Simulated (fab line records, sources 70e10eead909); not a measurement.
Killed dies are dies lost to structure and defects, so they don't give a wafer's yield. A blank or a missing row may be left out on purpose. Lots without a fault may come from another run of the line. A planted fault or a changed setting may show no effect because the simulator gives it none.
Which tool did it? | flow nand_harc | 13 lots, 39 wafers sampled, at 5 steps of a route of 1302

WHAT THE GAUGES READ, wafer by wafer
NHARC_A_CHANNEL_HOLE_D2_CD_MEAS_31. Usual: cd_nm 89.9 nm, standard deviation 0.9.
lot  | measured     | on        | cd_nm (nm)     | flag
L987 | day 13 16:01 | cd_sem-02 | 89.6 89.2 88.9 |
L989 | day 14 12:50 | cd_sem-02 | 90.7 89.9 90.5 |
L990 | day 14 13:08 | cd_sem-01 | 91.1 89.5 90.5 |
L991 | day 15 15:20 | cd_sem-02 | 90.1 90.6 90.6 |
L994 | day 16 15:48 | cd_sem-03 | 90.8 89.3 89.1 |
L993 | day 16 19:55 | cd_sem-01 | 91.2 90.0 91.0 |
L995 | day 17 06:48 | cd_sem-02 | 88.6 89.6 90.2 |
L996 | day 17 22:49 | cd_sem-03 | 89.4 90.0 88.3 |
L997 | day 17 23:28 | cd_sem-01 | 90.2 89.5 87.8 |
L999 | day 19 04:35 | cd_sem-02 | 91.6 88.3 90.4 |
L107 | day 21 23:50 | cd_sem-03 | 91.1 88.8 89.0 |
L108 | day 22 13:32 | cd_sem-03 | 89.1 90.7 89.7 |
L109 | day 22 23:14 | cd_sem-01 | 90.7 92.0 91.1 |

NHARC_END_SORT_01. Usual: killed_at_array 52, standard deviation 16; killed_at_other 0.8, standard deviation 1.1; killed_at_periphery 4.2, standard deviation 2.5; killed_dies 57, standard deviation 16; killed_open 3.4, standard deviation 2; killed_short 2.6, standard deviation 1.6.
lot  | measured     | on        | killed_at_array | killed_at_other | killed_at_periphery | killed_dies | killed_open | killed_short | flag
L989 | day 25 18:40 | prober-02 | 45 31 42        | 0 0 0           | 1 5 5               | 46 36 47    | 2 2 0       | 3 6 2        |
L995 | day 28 12:40 | prober-01 | 33 27 32        | 1 0 1           | 4 7 2               | 38 34 35    | 3 4 3       | 1 2 3        |
L999 | day 29 19:32 | prober-01 | 48 43 48        | 1 0 0           | 3 6 3               | 52 49 51    | 5 3 1       | 5 1 1        |
L109 | day 33 20:38 | prober-02 | 51 58 55        | 0 0 0           | 2 2 1               | 53 60 56    | 3 7 5       | 6 3 2        |

WHICH TOOL RAN EACH LOT (tool, then ch and the chambers of the sampled wafers, then the start)
lot  | NHARC_A_CHANNEL_HOLE_D2_XSEM_32 | NHARC_A_CHANNEL_FILL_D2_ALD_25   | NHARC_A_CHANNEL_FILL_D2_CMP_10
L987 | xsem-01 ch 0, day 13 16:05      | ald_hk-03 ch 0,1,3, day 15 05:31 | cmp-04 ch 1,2,3, day 15 16:17
L989 | xsem-02 ch 0, day 14 12:55      | ald_hk-01 ch 0,1,2, day 16 01:17 | cmp-02 ch 1,2, day 16 12:44
L990 | xsem-01 ch 0, day 14 13:13      | ald_hk-02 ch 0,1,2, day 16 00:40 | cmp-04 ch 0,1,3, day 16 12:47
L991 | xsem-01 ch 0, day 15 15:25      | ald_hk-03 ch 0,1,2, day 17 04:20 | cmp-04 ch 0,2, day 17 15:09
L994 | xsem-02 ch 0, day 16 15:53      | ald_hk-01 ch 0,1,2, day 18 06:53 | cmp-02 ch 0,1,3, day 18 18:11
L993 | xsem-02 ch 0, day 16 20:01      | ald_hk-03 ch 1,2,3, day 18 08:07 | cmp-04 ch 0,1, day 18 18:13
L995 | xsem-01 ch 0, day 17 06:53      | ald_hk-02 ch 2,3, day 18 19:09   | cmp-03 ch 0,1,2, day 19 06:41
L996 | xsem-02 ch 0, day 17 22:55      | ald_hk-02 ch 0,2,3, day 19 11:35 | cmp-02 ch 0,2,3, day 19 21:58
L997 | xsem-01 ch 0, day 17 23:33      | ald_hk-03 ch 2,3, day 19 10:40   | cmp-03 ch 0,1, day 19 21:58
L999 | xsem-02 ch 0, day 19 04:42      | ald_hk-02 ch 0,1,2, day 20 18:52 | cmp-02 ch 0,1,3, day 21 06:07
L107 | xsem-01 ch 0, day 21 23:55      | ald_hk-01 ch 1,2, day 23 13:44   | cmp-02 ch 0,1,3, day 24 01:12
L108 | xsem-01 ch 0, day 22 13:38      | ald_hk-01 ch 0,3, day 24 02:19   | cmp-04 ch 0,3, day 24 13:08
L109 | xsem-02 ch 0, day 22 23:19      | ald_hk-01 ch 1,2,3, day 24 11:06 | cmp-04 ch 0,2,3, day 24 23:45
- NHARC_A_CHANNEL_HOLE_D2_XSEM_32
- NHARC_A_CHANNEL_FILL_D2_ALD_25: deposits SiOx, target thk 60 nm, pulse time 10 s, ald cycles 600.
- NHARC_A_CHANNEL_FILL_D2_CMP_10: polishes, target thk 150 nm.

WHAT THE TOOLS THEMSELVES READ (means of the sampled wafers that have a number; where no wafer has one, the mark that the record gives instead)
NHARC_A_CHANNEL_HOLE_D2_XSEM_32. Usual: bot_cd_nm 74.5 nm, standard deviation 1; bow_nm 8.54 nm, standard deviation 0.22; tilt_deg 0.09 degrees, standard deviation 0.033.
lot  | tool    | bot_cd_nm (nm) | bow_nm (nm) | tilt_deg (degrees) | flag
L987 | xsem-01 | 73.8           | 8.31        | 0.09               |
L989 | xsem-02 | 74.7           | 8.62        | 0.16               |
L990 | xsem-01 | 74.6           | 8.81        | 0.06               |
L991 | xsem-01 | 75.1           | 8.79        | 0.07               |
L994 | xsem-02 | 74.1           | 8.69        | 0.13               |
L993 | xsem-02 | 75.6           | 8.29        | 0.08               |
L995 | xsem-01 | 74.3           | 8.94        | 0.09               |
L996 | xsem-02 | 73.9           | 8.28        | 0.03               |
L997 | xsem-01 | 74.3           | 8.57        | 0.14               |
L999 | xsem-02 | 74.4           | 8.50        | 0.11               |
L107 | xsem-01 | 74.6           | 8.61        | 0.01               |
L108 | xsem-01 | 73.9           | 8.87        | 0.11               |
L109 | xsem-02 | 76.1           | 8.30        | 0.08               |

NHARC_A_CHANNEL_FILL_D2_ALD_25. Usual: heater_power_outer_w 263 W, standard deviation 16; heater_power_w 466 W, standard deviation 37; precursor_pulse_height_rel 0.998, standard deviation 0.021.
lot  | tool      | heater_power_outer_w (W) | heater_power_w (W) | precursor_pulse_height_rel | flag
L987 | ald_hk-03 | 250                      | 456                | 1.007                      |
L989 | ald_hk-01 | 258                      | 474                | 1.012                      |
L990 | ald_hk-02 | 257                      | 463                | 1.007                      |
L991 | ald_hk-03 | 241                      | 416                | 1.036                      |
L994 | ald_hk-01 | 261                      | 469                | 1.000                      |
L993 | ald_hk-03 | 255                      | 458                | 0.973                      |
L995 | ald_hk-02 | 267                      | 461                | 0.983                      |
L996 | ald_hk-02 | 264                      | 466                | 0.999                      |
L997 | ald_hk-03 | 255                      | 458                | 0.990                      |
L999 | ald_hk-02 | 260                      | 463                | 0.983                      |
L107 | ald_hk-01 | 265                      | 473                | 0.998                      |
L108 | ald_hk-01 | 259                      | 457                | 1.000                      |
L109 | ald_hk-01 | 276                      | 485                | 1.006                      |

NHARC_A_CHANNEL_FILL_D2_CMP_10. Usual: motor_current_A 11.4 A, standard deviation 0.93; pad_life_wafers 212, standard deviation 110; time_to_endpoint_s 14.8 s, standard deviation 2.2.
lot  | tool   | motor_current_A (A) | pad_life_wafers | time_to_endpoint_s (s) | flag
L987 | cmp-04 | 11.6                | 176             | 14.4                   |
L989 | cmp-02 | 11.1                | 186             | 12.6                   |
L990 | cmp-04 | 11.9                | 272             | 17.8                   |
L991 | cmp-04 | 10.1                | 344             | 12.4                   |
L994 | cmp-02 | 12.2                | 404             | 10.2                   |
L993 | cmp-04 | 10.7                | 50              | 15.4                   |
L995 | cmp-03 | 11.0                | 224             | 16.5                   |
L996 | cmp-02 | 12.1                | 92              | 12.8                   |
L997 | cmp-03 | 11.3                | 283             | 15.7                   |
L999 | cmp-02 | 11.7                | 211             | 17.8                   |
L107 | cmp-02 | 12.2                | 86              | 13.0                   |
L108 | cmp-04 | 12.2                | 276             | 16.4                   |
L109 | cmp-04 | 11.5                | 320             | 15.7                   |

THE ANSWER, worked out from the rows above alone
Rule: a lot is off if the mean of its wafers that have a number lies more than 3 standard deviations from the usual mean. A lot without any number at a reading at which 4 lots or more have one is off too. The other lots that the step has rows for count as sound. The gauges are gone through in route order, then the tools' own readings, and for those a lot's mean is taken as printed above. The first step at which some lot is off is used, and at that step the reading that is off furthest; a lot without a number counts as furthest.
No lot is off at any reading shown: from this, nothing can be told.

WHAT THE SIMULATOR HAD PUT IN
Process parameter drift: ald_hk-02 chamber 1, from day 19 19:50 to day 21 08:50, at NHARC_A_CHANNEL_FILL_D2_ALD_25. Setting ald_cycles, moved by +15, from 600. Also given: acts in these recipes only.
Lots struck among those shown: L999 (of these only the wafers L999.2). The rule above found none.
